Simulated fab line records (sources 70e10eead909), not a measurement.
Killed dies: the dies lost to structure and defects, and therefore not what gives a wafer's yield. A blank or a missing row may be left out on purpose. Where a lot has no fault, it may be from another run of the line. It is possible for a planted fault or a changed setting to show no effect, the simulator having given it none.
The tool behind it: which one? || flow nand-harc || 72 wafers from 24 lots sampled at 6 of the route's 1302 steps

WHAT EACH GAUGE READ, for each wafer
NHARC_A_BLC_INSPECT_12. Usual: raw-defect-count at 83, with a standard deviation of 39.
{"lot": "L074", "measured": "day 23 03:30", "on": "defect-inspect-02", "raw-defect-count": "19 27 25", "flag": ""}
{"lot": "L076", "measured": "day 23 04:19", "on": "defect-inspect-01", "raw-defect-count": "18 16 11", "flag": ""}
{"lot": "L075", "measured": "day 23 09:36", "on": "defect-inspect-02", "raw-defect-count": "74 87 69", "flag": ""}
{"lot": "L078", "measured": "day 25 03:51", "on": "defect-inspect-02", "raw-defect-count": "21 24 36", "flag": ""}
{"lot": "L079", "measured": "day 25 08:21", "on": "defect-inspect-02", "raw-defect-count": "66 69 60", "flag": ""}
{"lot": "L077", "measured": "day 25 12:38", "on": "defect-inspect-01", "raw-defect-count": "151 164 170", "flag": ""}
{"lot": "L080", "measured": "day 25 12:59", "on": "defect-inspect-02", "raw-defect-count": "117 135 118", "flag": ""}
{"lot": "L081", "measured": "day 25 19:55", "on": "defect-inspect-01", "raw-defect-count": "120 103 99", "flag": ""}
{"lot": "L082", "measured": "day 26 04:55", "on": "defect-inspect-02", "raw-defect-count": "86 73 87", "flag": ""}
{"lot": "L084", "measured": "day 26 18:39", "on": "defect-inspect-02", "raw-defect-count": "128 148 136", "flag": ""}
{"lot": "L083", "measured": "day 26 22:50", "on": "defect-inspect-02", "raw-defect-count": "77 70 52", "flag": ""}
{"lot": "L085", "measured": "day 27 05:08", "on": "defect-inspect-01", "raw-defect-count": "36 39 39", "flag": ""}
{"lot": "L086", "measured": "day 27 06:46", "on": "defect-inspect-01", "raw-defect-count": "114 130 131", "flag": ""}
{"lot": "L087", "measured": "day 28 01:52", "on": "defect-inspect-01", "raw-defect-count": "108 151 139", "flag": ""}
{"lot": "L090", "measured": "day 28 13:27", "on": "defect-inspect-02", "raw-defect-count": "58 81 86", "flag": ""}
{"lot": "L088", "measured": "day 28 17:54", "on": "defect-inspect-02", "raw-defect-count": "81 89 99", "flag": ""}
{"lot": "L089", "measured": "day 29 00:14", "on": "defect-inspect-02", "raw-defect-count": "100 98 103", "flag": ""}
{"lot": "L092", "measured": "day 30 10:41", "on": "defect-inspect-01", "raw-defect-count": "65 71 69", "flag": ""}
{"lot": "L091", "measured": "day 30 17:26", "on": "defect-inspect-01", "raw-defect-count": "152 135 164", "flag": ""}
{"lot": "L093", "measured": "day 30 23:41", "on": "defect-inspect-01", "raw-defect-count": "63 72 69", "flag": ""}
{"lot": "L094", "measured": "day 31 03:59", "on": "defect-inspect-02", "raw-defect-count": "61 63 71", "flag": ""}
{"lot": "L095", "measured": "day 31 04:47", "on": "defect-inspect-01", "raw-defect-count": "81 67 68", "flag": ""}
{"lot": "L097", "measured": "day 31 16:19", "on": "defect-inspect-02", "raw-defect-count": "54 68 58", "flag": ""}
{"lot": "L096", "measured": "day 31 18:16", "on": "defect-inspect-02", "raw-defect-count": "64 61 66", "flag": ""}

TOOL THAT RAN EACH LOT (tool first, then ch and the chambers of the sampled wafers, then the start)
{"lot": "L074", "NHARC_A_CONTACT_ETCH_114": "har-cap-etch-03 ch 0,1, day 22 01:47", "NHARC_A_CONTACT_ETCH_128": "har-cap-etch-02 ch 0,1, day 22 14:23", "NHARC_A_CONTACT_ETCH_133": "har-cap-etch-02 ch 0,1, day 22 15:16", "NHARC_A_CONTACT_ETCH_88": "rie-diel-03 ch 0,2,3, day 22 21:17", "NHARC_A_CONTACT_ETCH_92": "rie-diel-03 ch 0,2,3, day 23 00:13"}
{"lot": "L076", "NHARC_A_CONTACT_ETCH_114": "har-cap-etch-02 ch 0,1, day 22 02:42", "NHARC_A_CONTACT_ETCH_128": "har-cap-etch-03 ch 0,1, day 22 15:32", "NHARC_A_CONTACT_ETCH_133": "har-cap-etch-03 ch 0,1, day 22 16:25", "NHARC_A_CONTACT_ETCH_88": "rie-diel-09 ch 0,1, day 22 21:28", "NHARC_A_CONTACT_ETCH_92": "rie-diel-02 ch 1,2,3, day 23 00:53"}
{"lot": "L075", "NHARC_A_CONTACT_ETCH_114": "har-cap-etch-01 ch 1, day 22 11:47", "NHARC_A_CONTACT_ETCH_128": "har-cap-etch-02 ch 0,1, day 22 21:53", "NHARC_A_CONTACT_ETCH_133": "har-cap-etch-02 ch 0,1, day 22 22:46", "NHARC_A_CONTACT_ETCH_88": "rie-diel-03 ch 1,2,3, day 23 03:35", "NHARC_A_CONTACT_ETCH_92": "rie-diel-03 ch 0,1,3, day 23 06:28"}
{"lot": "L078", "NHARC_A_CONTACT_ETCH_114": "har-cap-etch-01 ch 0, day 23 20:26", "NHARC_A_CONTACT_ETCH_128": "har-cap-etch-02 ch 1, day 24 10:24", "NHARC_A_CONTACT_ETCH_133": "har-cap-etch-02 ch 1, day 24 11:17", "NHARC_A_CONTACT_ETCH_88": "rie-diel-03 ch 0,1, day 24 21:38", "NHARC_A_CONTACT_ETCH_92": "rie-diel-03 ch 1,2,3, day 25 00:38"}
{"lot": "L079", "NHARC_A_CONTACT_ETCH_114": "har-cap-etch-02 ch 0, day 24 00:35", "NHARC_A_CONTACT_ETCH_128": "har-cap-etch-01 ch 0,1, day 24 18:31", "NHARC_A_CONTACT_ETCH_133": "har-cap-etch-01 ch 0,1, day 24 19:26", "NHARC_A_CONTACT_ETCH_88": "rie-diel-03 ch 1,2,3, day 25 01:25", "NHARC_A_CONTACT_ETCH_92": "rie-diel-02 ch 0,1,2, day 25 04:20"}
{"lot": "L077", "NHARC_A_CONTACT_ETCH_114": "har-cap-etch-03 ch 0,1, day 24 00:43", "NHARC_A_CONTACT_ETCH_128": "har-cap-etch-02 ch 0,1, day 24 20:17", "NHARC_A_CONTACT_ETCH_133": "har-cap-etch-02 ch 0,1, day 24 21:13", "NHARC_A_CONTACT_ETCH_88": "rie-diel-03 ch 0,1, day 25 06:26", "NHARC_A_CONTACT_ETCH_92": "rie-diel-02 ch 0,2,3, day 25 09:22"}
{"lot": "L080", "NHARC_A_CONTACT_ETCH_114": "har-cap-etch-01 ch 0,1, day 24 00:55", "NHARC_A_CONTACT_ETCH_128": "har-cap-etch-01 ch 0,1, day 24 21:25", "NHARC_A_CONTACT_ETCH_133": "har-cap-etch-01 ch 0,1, day 24 22:23", "NHARC_A_CONTACT_ETCH_88": "rie-diel-09 ch 0,3, day 25 06:50", "NHARC_A_CONTACT_ETCH_92": "rie-diel-03 ch 0,1,2, day 25 09:45"}
{"lot": "L081", "NHARC_A_CONTACT_ETCH_114": "har-cap-etch-03 ch 0,1, day 24 18:32", "NHARC_A_CONTACT_ETCH_128": "har-cap-etch-03 ch 0,1, day 25 06:36", "NHARC_A_CONTACT_ETCH_133": "har-cap-etch-03 ch 0,1, day 25 07:53", "NHARC_A_CONTACT_ETCH_88": "rie-diel-03 ch 0,1, day 25 12:33", "NHARC_A_CONTACT_ETCH_92": "rie-diel-09 ch 0,3, day 25 16:38"}
{"lot": "L082", "NHARC_A_CONTACT_ETCH_114": "har-cap-etch-01 ch 0,1, day 25 05:06", "NHARC_A_CONTACT_ETCH_128": "har-cap-etch-02 ch 0,1, day 25 15:15", "NHARC_A_CONTACT_ETCH_133": "har-cap-etch-02 ch 0,1, day 25 16:08", "NHARC_A_CONTACT_ETCH_88": "rie-diel-09 ch 2,3, day 25 22:25", "NHARC_A_CONTACT_ETCH_92": "rie-diel-02 ch 1,3, day 26 01:31"}
{"lot": "L084", "NHARC_A_CONTACT_ETCH_114": "har-cap-etch-01 ch 0,1, day 25 17:26", "NHARC_A_CONTACT_ETCH_128": "har-cap-etch-02 ch 0,1, day 26 06:28", "NHARC_A_CONTACT_ETCH_133": "har-cap-etch-02 ch 0,1, day 26 07:38", "NHARC_A_CONTACT_ETCH_88": "rie-diel-03 ch 0,2,3, day 26 12:31", "NHARC_A_CONTACT_ETCH_92": "rie-diel-09 ch 0,2,3, day 26 15:24"}
{"lot": "L083", "NHARC_A_CONTACT_ETCH_114": "har-cap-etch-03 ch 0,1, day 25 20:58", "NHARC_A_CONTACT_ETCH_128": "har-cap-etch-01 ch 0,1, day 26 09:32", "NHARC_A_CONTACT_ETCH_133": "har-cap-etch-01 ch 0,1, day 26 10:43", "NHARC_A_CONTACT_ETCH_88": "rie-diel-03 ch 0,3, day 26 16:41", "NHARC_A_CONTACT_ETCH_92": "rie-diel-09 ch 1,2,3, day 26 19:35"}
{"lot": "L085", "NHARC_A_CONTACT_ETCH_114": "har-cap-etch-01 ch 0,1, day 26 05:22", "NHARC_A_CONTACT_ETCH_128": "har-cap-etch-03 ch 0,1, day 26 16:49", "NHARC_A_CONTACT_ETCH_133": "har-cap-etch-03 ch 0,1, day 26 18:00", "NHARC_A_CONTACT_ETCH_88": "rie-diel-03 ch 0,2,3, day 26 22:56", "NHARC_A_CONTACT_ETCH_92": "rie-diel-03 ch 0,3, day 27 01:49"}
{"lot": "L086", "NHARC_A_CONTACT_ETCH_114": "har-cap-etch-03 ch 0,1, day 26 05:38", "NHARC_A_CONTACT_ETCH_128": "har-cap-etch-01 ch 0,1, day 26 17:31", "NHARC_A_CONTACT_ETCH_133": "har-cap-etch-01 ch 0,1, day 26 18:41", "NHARC_A_CONTACT_ETCH_88": "rie-diel-03 ch 0,1, day 27 00:37", "NHARC_A_CONTACT_ETCH_92": "rie-diel-03 ch 0,2, day 27 03:31"}
{"lot": "L087", "NHARC_A_CONTACT_ETCH_114": "har-cap-etch-03 ch 0,1, day 26 23:34", "NHARC_A_CONTACT_ETCH_128": "har-cap-etch-03 ch 0,1, day 27 11:55", "NHARC_A_CONTACT_ETCH_133": "har-cap-etch-03 ch 0,1, day 27 12:48", "NHARC_A_CONTACT_ETCH_88": "rie-diel-09 ch 0,1,3, day 27 19:50", "NHARC_A_CONTACT_ETCH_92": "rie-diel-03 ch 0,1,2, day 27 22:43"}
{"lot": "L090", "NHARC_A_CONTACT_ETCH_114": "har-cap-etch-02 ch 0,1, day 27 10:41", "NHARC_A_CONTACT_ETCH_128": "har-cap-etch-03 ch 0,1, day 28 00:01", "NHARC_A_CONTACT_ETCH_133": "har-cap-etch-03 ch 0,1, day 28 01:11", "NHARC_A_CONTACT_ETCH_88": "rie-diel-03 ch 0,1,2, day 28 06:01", "NHARC_A_CONTACT_ETCH_92": "rie-diel-02 ch 0,2,3, day 28 10:10"}
{"lot": "L088", "NHARC_A_CONTACT_ETCH_114": "har-cap-etch-01 ch 0,1, day 27 17:29", "NHARC_A_CONTACT_ETCH_128": "har-cap-etch-02 ch 0,1, day 28 04:52", "NHARC_A_CONTACT_ETCH_133": "har-cap-etch-02 ch 0,1, day 28 05:47", "NHARC_A_CONTACT_ETCH_88": "rie-diel-02 ch 0,2,3, day 28 11:47", "NHARC_A_CONTACT_ETCH_92": "rie-diel-03 ch 0,2,3, day 28 14:41"}
{"lot": "L089", "NHARC_A_CONTACT_ETCH_114": "har-cap-etch-01 ch 0,1, day 28 02:11", "NHARC_A_CONTACT_ETCH_128": "har-cap-etch-01 ch 0,1, day 28 12:10", "NHARC_A_CONTACT_ETCH_133": "har-cap-etch-01 ch 0,1, day 28 13:02", "NHARC_A_CONTACT_ETCH_88": "rie-diel-03 ch 1,2,3, day 28 17:37", "NHARC_A_CONTACT_ETCH_92": "rie-diel-09 ch 1,2,3, day 28 21:04"}
{"lot": "L092", "NHARC_A_CONTACT_ETCH_114": "har-cap-etch-01 ch 0,1, day 29 10:06", "NHARC_A_CONTACT_ETCH_128": "har-cap-etch-01 ch 0,1, day 29 21:02", "NHARC_A_CONTACT_ETCH_133": "har-cap-etch-01 ch 0,1, day 29 21:55", "NHARC_A_CONTACT_ETCH_88": "rie-diel-03 ch 0,1,3, day 30 04:31", "NHARC_A_CONTACT_ETCH_92": "rie-diel-03 ch 1,2,3, day 30 07:25"}
{"lot": "L091", "NHARC_A_CONTACT_ETCH_114": "har-cap-etch-02 ch 0,1, day 29 16:28", "NHARC_A_CONTACT_ETCH_128": "har-cap-etch-02 ch 0,1, day 30 03:33", "NHARC_A_CONTACT_ETCH_133": "har-cap-etch-02 ch 0,1, day 30 04:26", "NHARC_A_CONTACT_ETCH_88": "rie-diel-03 ch 0,1,2, day 30 10:39", "NHARC_A_CONTACT_ETCH_92": "rie-diel-09 ch 0,1,3, day 30 13:34"}
{"lot": "L093", "NHARC_A_CONTACT_ETCH_114": "har-cap-etch-03 ch 0,1, day 29 18:15", "NHARC_A_CONTACT_ETCH_128": "har-cap-etch-03 ch 0,1, day 30 06:52", "NHARC_A_CONTACT_ETCH_133": "har-cap-etch-03 ch 0,1, day 30 07:47", "NHARC_A_CONTACT_ETCH_88": "rie-diel-02 ch 0,1,3, day 30 17:22", "NHARC_A_CONTACT_ETCH_92": "rie-diel-03 ch 1,2, day 30 20:15"}
{"lot": "L094", "NHARC_A_CONTACT_ETCH_114": "har-cap-etch-03 ch 0,1, day 30 03:43", "NHARC_A_CONTACT_ETCH_128": "har-cap-etch-02 ch 0,1, day 30 15:54", "NHARC_A_CONTACT_ETCH_133": "har-cap-etch-02 ch 0,1, day 30 16:49", "NHARC_A_CONTACT_ETCH_88": "rie-diel-03 ch 0,1,3, day 30 21:50", "NHARC_A_CONTACT_ETCH_92": "rie-diel-03 ch 0,2,3, day 31 00:43"}
{"lot": "L095", "NHARC_A_CONTACT_ETCH_114": "har-cap-etch-01 ch 0,1, day 30 04:19", "NHARC_A_CONTACT_ETCH_128": "har-cap-etch-03 ch 0,1, day 30 16:04", "NHARC_A_CONTACT_ETCH_133": "har-cap-etch-03 ch 0,1, day 30 16:57", "NHARC_A_CONTACT_ETCH_88": "rie-diel-02 ch 0,2,3, day 30 22:41", "NHARC_A_CONTACT_ETCH_92": "rie-diel-02 ch 0,1,2, day 31 01:34"}
{"lot": "L097", "NHARC_A_CONTACT_ETCH_114": "har-cap-etch-01 ch 0,1, day 30 17:38", "NHARC_A_CONTACT_ETCH_128": "har-cap-etch-03 ch 0,1, day 31 04:09", "NHARC_A_CONTACT_ETCH_133": "har-cap-etch-03 ch 0,1, day 31 05:02", "NHARC_A_CONTACT_ETCH_88": "rie-diel-03 ch 0,2,3, day 31 10:08", "NHARC_A_CONTACT_ETCH_92": "rie-diel-03 ch 1,2,3, day 31 13:04"}
{"lot": "L096", "NHARC_A_CONTACT_ETCH_114": "har-cap-etch-03 ch 0,1, day 30 20:04", "NHARC_A_CONTACT_ETCH_128": "har-cap-etch-01 ch 0,1, day 31 06:22", "NHARC_A_CONTACT_ETCH_133": "har-cap-etch-01 ch 0,1, day 31 07:15", "NHARC_A_CONTACT_ETCH_88": "rie-diel-03 ch 0,2,3, day 31 12:05", "NHARC_A_CONTACT_ETCH_92": "rie-diel-03 ch 1,2,3, day 31 14:58"}
- NHARC_A_CONTACT_ETCH_114: etches the open film in C4F8/O2/Ar, time 190 s, target depth 1850 nm.
- NHARC_A_CONTACT_ETCH_128: etches the open film in C4F8/O2/Ar, time 197 s, target depth 1918 nm.
- NHARC_A_CONTACT_ETCH_133: etches the open film in C4F8/O2/Ar, time 374 s, target depth 1610 nm.
- NHARC_A_CONTACT_ETCH_88: etches the open film in CF4, target depth 39 nm, time 65 s.
- NHARC_A_CONTACT_ETCH_92: etches the open film in CH3F/O2, target depth 40 nm, time 85.7 s.

WHAT THE TOOLS THEMSELVES READ (means of the sampled wafers that have a number; where no wafer has one, the mark that the record gives instead)
NHARC_A_CONTACT_ETCH_88. Usual: drypump-motor-current-A 5.5 A, standard deviation 0.39; oes-product-au 1.000 a.u., standard deviation 0.012; rf-vpp-V 151.2 V, standard deviation 1.4; showerhead-plenum-p-Torr 1.76 Torr, standard deviation 0.091; throttle-valve-pct 13.283 %, standard deviation 0.0087.
{"lot": "L074", "tool": "rie-diel-03", "drypump-motor-current-A (A)": 5.5, "oes-product-au (a.u.)": 0.998, "rf-vpp-V (V)": 150.6, "showerhead-plenum-p-Torr (Torr)": 1.72, "throttle-valve-pct (%)": 13.286, "flag": ""}
{"lot": "L076", "tool": "rie-diel-09", "drypump-motor-current-A (A)": 5.4, "oes-product-au (a.u.)": 1.003, "rf-vpp-V (V)": 151.5, "showerhead-plenum-p-Torr (Torr)": 1.78, "throttle-valve-pct (%)": 13.284, "flag": ""}
{"lot": "L075", "tool": "rie-diel-03", "drypump-motor-current-A (A)": 5.2, "oes-product-au (a.u.)": 0.999, "rf-vpp-V (V)": 151.3, "showerhead-plenum-p-Torr (Torr)": 1.76, "throttle-valve-pct (%)": 13.283, "flag": ""}
{"lot": "L078", "tool": "rie-diel-03", "drypump-motor-current-A (A)": 5.5, "oes-product-au (a.u.)": 0.988, "rf-vpp-V (V)": 150.1, "showerhead-plenum-p-Torr (Torr)": 1.70, "throttle-valve-pct (%)": 13.285, "flag": ""}
{"lot": "L079", "tool": "rie-diel-03", "drypump-motor-current-A (A)": 5.3, "oes-product-au (a.u.)": 0.996, "rf-vpp-V (V)": 151.6, "showerhead-plenum-p-Torr (Torr)": 1.76, "throttle-valve-pct (%)": 13.274, "flag": ""}
{"lot": "L077", "tool": "rie-diel-03", "drypump-motor-current-A (A)": 5.5, "oes-product-au (a.u.)": 0.983, "rf-vpp-V (V)": 150.8, "showerhead-plenum-p-Torr (Torr)": 1.70, "throttle-valve-pct (%)": 13.278, "flag": ""}
{"lot": "L080", "tool": "rie-diel-09", "drypump-motor-current-A (A)": 6.2, "oes-product-au (a.u.)": 1.019, "rf-vpp-V (V)": 151.4, "showerhead-plenum-p-Torr (Torr)": 1.80, "throttle-valve-pct (%)": 13.286, "flag": ""}
{"lot": "L081", "tool": "rie-diel-03", "drypump-motor-current-A (A)": 5.2, "oes-product-au (a.u.)": 0.993, "rf-vpp-V (V)": 151.4, "showerhead-plenum-p-Torr (Torr)": 1.74, "throttle-valve-pct (%)": 13.287, "flag": ""}
{"lot": "L082", "tool": "rie-diel-09", "drypump-motor-current-A (A)": 5.9, "oes-product-au (a.u.)": 1.007, "rf-vpp-V (V)": 151.2, "showerhead-plenum-p-Torr (Torr)": 1.79, "throttle-valve-pct (%)": 13.289, "flag": ""}
{"lot": "L084", "tool": "rie-diel-03", "drypump-motor-current-A (A)": 5.5, "oes-product-au (a.u.)": 0.994, "rf-vpp-V (V)": 149.8, "showerhead-plenum-p-Torr (Torr)": 1.72, "throttle-valve-pct (%)": 13.289, "flag": ""}
{"lot": "L083", "tool": "rie-diel-03", "drypump-motor-current-A (A)": 5.6, "oes-product-au (a.u.)": 1.000, "rf-vpp-V (V)": 150.6, "showerhead-plenum-p-Torr (Torr)": 1.72, "throttle-valve-pct (%)": 13.289, "flag": ""}
{"lot": "L085", "tool": "rie-diel-03", "drypump-motor-current-A (A)": 5.5, "oes-product-au (a.u.)": 1.000, "rf-vpp-V (V)": 150.8, "showerhead-plenum-p-Torr (Torr)": 1.72, "throttle-valve-pct (%)": 13.278, "flag": ""}
{"lot": "L086", "tool": "rie-diel-03", "drypump-motor-current-A (A)": 5.2, "oes-product-au (a.u.)": 0.987, "rf-vpp-V (V)": 150.7, "showerhead-plenum-p-Torr (Torr)": 1.74, "throttle-valve-pct (%)": 13.289, "flag": ""}
{"lot": "L087", "tool": "rie-diel-09", "drypump-motor-current-A (A)": 5.8, "oes-product-au (a.u.)": 1.003, "rf-vpp-V (V)": 152.0, "showerhead-plenum-p-Torr (Torr)": 1.79, "throttle-valve-pct (%)": 13.294, "flag": ""}
{"lot": "L090", "tool": "rie-diel-03", "drypump-motor-current-A (A)": 5.4, "oes-product-au (a.u.)": 1.000, "rf-vpp-V (V)": 151.3, "showerhead-plenum-p-Torr (Torr)": 1.78, "throttle-valve-pct (%)": 13.281, "flag": ""}
{"lot": "L088", "tool": "rie-diel-02", "drypump-motor-current-A (A)": 5.4, "oes-product-au (a.u.)": 0.994, "rf-vpp-V (V)": 150.1, "showerhead-plenum-p-Torr (Torr)": 1.76, "throttle-valve-pct (%)": 13.284, "flag": ""}
{"lot": "L089", "tool": "rie-diel-03", "drypump-motor-current-A (A)": 5.3, "oes-product-au (a.u.)": 1.011, "rf-vpp-V (V)": 152.4, "showerhead-plenum-p-Torr (Torr)": 1.85, "throttle-valve-pct (%)": 13.281, "flag": ""}
{"lot": "L092", "tool": "rie-diel-03", "drypump-motor-current-A (A)": 5.4, "oes-product-au (a.u.)": 0.999, "rf-vpp-V (V)": 151.6, "showerhead-plenum-p-Torr (Torr)": 1.76, "throttle-valve-pct (%)": 13.285, "flag": ""}
{"lot": "L091", "tool": "rie-diel-03", "drypump-motor-current-A (A)": 5.4, "oes-product-au (a.u.)": 0.994, "rf-vpp-V (V)": 151.9, "showerhead-plenum-p-Torr (Torr)": 1.78, "throttle-valve-pct (%)": 13.282, "flag": ""}
{"lot": "L093", "tool": "rie-diel-02", "drypump-motor-current-A (A)": 5.8, "oes-product-au (a.u.)": 1.003, "rf-vpp-V (V)": 151.9, "showerhead-plenum-p-Torr (Torr)": 1.74, "throttle-valve-pct (%)": 13.286, "flag": ""}
{"lot": "L094", "tool": "rie-diel-03", "drypump-motor-current-A (A)": 5.4, "oes-product-au (a.u.)": 1.017, "rf-vpp-V (V)": 150.6, "showerhead-plenum-p-Torr (Torr)": 1.76, "throttle-valve-pct (%)": 13.284, "flag": ""}
{"lot": "L095", "tool": "rie-diel-02", "drypump-motor-current-A (A)": 5.4, "oes-product-au (a.u.)": 1.007, "rf-vpp-V (V)": 150.9, "showerhead-plenum-p-Torr (Torr)": 1.76, "throttle-valve-pct (%)": 13.272, "flag": ""}
{"lot": "L097", "tool": "rie-diel-03", "drypump-motor-current-A (A)": 5.5, "oes-product-au (a.u.)": 1.006, "rf-vpp-V (V)": 152.4, "showerhead-plenum-p-Torr (Torr)": 1.80, "throttle-valve-pct (%)": 13.290, "flag": ""}
{"lot": "L096", "tool": "rie-diel-03", "drypump-motor-current-A (A)": 5.6, "oes-product-au (a.u.)": 1.003, "rf-vpp-V (V)": 152.5, "showerhead-plenum-p-Torr (Torr)": 1.80, "throttle-valve-pct (%)": 13.281, "flag": ""}

NHARC_A_CONTACT_ETCH_92. Usual: drypump-motor-current-A 5.5 A, standard deviation 0.43; oes-product-au 0.94 a.u., standard deviation 0.032; rf-vpp-V 244.3 V, standard deviation 2; showerhead-plenum-p-Torr 2.46 Torr, standard deviation 0.13; throttle-valve-pct 20.664 %, standard deviation 0.0089.
{"lot": "L074", "tool": "rie-diel-03", "drypump-motor-current-A (A)": 5.5, "oes-product-au (a.u.)": 0.94, "rf-vpp-V (V)": 243.3, "showerhead-plenum-p-Torr (Torr)": 2.39, "throttle-valve-pct (%)": 20.659, "flag": ""}
{"lot": "L076", "tool": "rie-diel-02", "drypump-motor-current-A (A)": 5.6, "oes-product-au (a.u.)": 0.91, "rf-vpp-V (V)": 242.0, "showerhead-plenum-p-Torr (Torr)": 2.34, "throttle-valve-pct (%)": 20.665, "flag": ""}
{"lot": "L075", "tool": "rie-diel-03", "drypump-motor-current-A (A)": 5.4, "oes-product-au (a.u.)": 0.93, "rf-vpp-V (V)": 244.9, "showerhead-plenum-p-Torr (Torr)": 2.46, "throttle-valve-pct (%)": 20.664, "flag": ""}
{"lot": "L078", "tool": "rie-diel-03", "drypump-motor-current-A (A)": 5.3, "oes-product-au (a.u.)": 0.92, "rf-vpp-V (V)": 243.4, "showerhead-plenum-p-Torr (Torr)": 2.45, "throttle-valve-pct (%)": 20.664, "flag": ""}
{"lot": "L079", "tool": "rie-diel-02", "drypump-motor-current-A (A)": 5.5, "oes-product-au (a.u.)": 0.98, "rf-vpp-V (V)": 244.4, "showerhead-plenum-p-Torr (Torr)": 2.45, "throttle-valve-pct (%)": 20.667, "flag": ""}
{"lot": "L077", "tool": "rie-diel-02", "drypump-motor-current-A (A)": 5.5, "oes-product-au (a.u.)": 0.99, "rf-vpp-V (V)": 244.1, "showerhead-plenum-p-Torr (Torr)": 2.45, "throttle-valve-pct (%)": 20.668, "flag": ""}
{"lot": "L080", "tool": "rie-diel-03", "drypump-motor-current-A (A)": 5.4, "oes-product-au (a.u.)": 0.92, "rf-vpp-V (V)": 243.2, "showerhead-plenum-p-Torr (Torr)": 2.35, "throttle-valve-pct (%)": 20.663, "flag": ""}
{"lot": "L081", "tool": "rie-diel-09", "drypump-motor-current-A (A)": 6.2, "oes-product-au (a.u.)": 0.93, "rf-vpp-V (V)": 244.2, "showerhead-plenum-p-Torr (Torr)": 2.50, "throttle-valve-pct (%)": 20.667, "flag": ""}
{"lot": "L082", "tool": "rie-diel-02", "drypump-motor-current-A (A)": 6.1, "oes-product-au (a.u.)": 1.01, "rf-vpp-V (V)": 242.7, "showerhead-plenum-p-Torr (Torr)": 2.31, "throttle-valve-pct (%)": 20.668, "flag": ""}
{"lot": "L084", "tool": "rie-diel-09", "drypump-motor-current-A (A)": 5.8, "oes-product-au (a.u.)": 1.02, "rf-vpp-V (V)": 244.9, "showerhead-plenum-p-Torr (Torr)": 2.47, "throttle-valve-pct (%)": 20.668, "flag": ""}
{"lot": "L083", "tool": "rie-diel-09", "drypump-motor-current-A (A)": 5.9, "oes-product-au (a.u.)": 0.93, "rf-vpp-V (V)": 245.1, "showerhead-plenum-p-Torr (Torr)": 2.51, "throttle-valve-pct (%)": 20.669, "flag": ""}
{"lot": "L085", "tool": "rie-diel-03", "drypump-motor-current-A (A)": 5.5, "oes-product-au (a.u.)": 0.93, "rf-vpp-V (V)": 244.1, "showerhead-plenum-p-Torr (Torr)": 2.49, "throttle-valve-pct (%)": 20.659, "flag": ""}
{"lot": "L086", "tool": "rie-diel-03", "drypump-motor-current-A (A)": 5.6, "oes-product-au (a.u.)": 0.92, "rf-vpp-V (V)": 241.4, "showerhead-plenum-p-Torr (Torr)": 2.28, "throttle-valve-pct (%)": 20.666, "flag": ""}
{"lot": "L087", "tool": "rie-diel-03", "drypump-motor-current-A (A)": 5.4, "oes-product-au (a.u.)": 1.00, "rf-vpp-V (V)": 245.3, "showerhead-plenum-p-Torr (Torr)": 2.47, "throttle-valve-pct (%)": 20.663, "flag": ""}
{"lot": "L090", "tool": "rie-diel-02", "drypump-motor-current-A (A)": 5.4, "oes-product-au (a.u.)": 0.92, "rf-vpp-V (V)": 243.6, "showerhead-plenum-p-Torr (Torr)": 2.45, "throttle-valve-pct (%)": 20.676, "flag": ""}
{"lot": "L088", "tool": "rie-diel-03", "drypump-motor-current-A (A)": 5.5, "oes-product-au (a.u.)": 0.92, "rf-vpp-V (V)": 245.0, "showerhead-plenum-p-Torr (Torr)": 2.51, "throttle-valve-pct (%)": 20.664, "flag": ""}
{"lot": "L089", "tool": "rie-diel-09", "drypump-motor-current-A (A)": 5.9, "oes-product-au (a.u.)": 0.93, "rf-vpp-V (V)": 244.9, "showerhead-plenum-p-Torr (Torr)": 2.51, "throttle-valve-pct (%)": 20.660, "flag": ""}
{"lot": "L092", "tool": "rie-diel-03", "drypump-motor-current-A (A)": 5.2, "oes-product-au (a.u.)": 0.93, "rf-vpp-V (V)": 246.9, "showerhead-plenum-p-Torr (Torr)": 2.57, "throttle-valve-pct (%)": 20.657, "flag": ""}
{"lot": "L091", "tool": "rie-diel-09", "drypump-motor-current-A (A)": 5.8, "oes-product-au (a.u.)": 0.93, "rf-vpp-V (V)": 245.6, "showerhead-plenum-p-Torr (Torr)": 2.49, "throttle-valve-pct (%)": 20.661, "flag": ""}
{"lot": "L093", "tool": "rie-diel-03", "drypump-motor-current-A (A)": 5.3, "oes-product-au (a.u.)": 0.93, "rf-vpp-V (V)": 245.5, "showerhead-plenum-p-Torr (Torr)": 2.59, "throttle-valve-pct (%)": 20.651, "flag": ""}
{"lot": "L094", "tool": "rie-diel-03", "drypump-motor-current-A (A)": 5.6, "oes-product-au (a.u.)": 0.94, "rf-vpp-V (V)": 245.1, "showerhead-plenum-p-Torr (Torr)": 2.51, "throttle-valve-pct (%)": 20.666, "flag": ""}
{"lot": "L095", "tool": "rie-diel-02", "drypump-motor-current-A (A)": 5.4, "oes-product-au (a.u.)": 0.92, "rf-vpp-V (V)": 244.3, "showerhead-plenum-p-Torr (Torr)": 2.43, "throttle-valve-pct (%)": 20.659, "flag": ""}
{"lot": "L097", "tool": "rie-diel-03", "drypump-motor-current-A (A)": 5.3, "oes-product-au (a.u.)": 0.93, "rf-vpp-V (V)": 245.3, "showerhead-plenum-p-Torr (Torr)": 2.56, "throttle-valve-pct (%)": 20.669, "flag": ""}
{"lot": "L096", "tool": "rie-diel-03", "drypump-motor-current-A (A)": 5.3, "oes-product-au (a.u.)": 0.92, "rf-vpp-V (V)": 244.8, "showerhead-plenum-p-Torr (Torr)": 2.56, "throttle-valve-pct (%)": 20.663, "flag": ""}

THE ANSWER, worked out from the rows above alone
Rule: lot off if the mean of its wafers having a number is beyond 3 standard deviations from the usual mean. Also off: a lot with no number at a reading for which 4 or more lots have one. Where the step has rows for the other lots, those lots are counted as sound. Order of review: gauges by route order, followed by the tools' own readings, for which a lot's mean as printed above is used. At the first step where some lot is off, the reading lying furthest off is the one used; lots without a number count as furthest.
Across all readings shown, no lot is off: no conclusion can be drawn from this.

WHAT THE SIMULATOR HAD PUT IN
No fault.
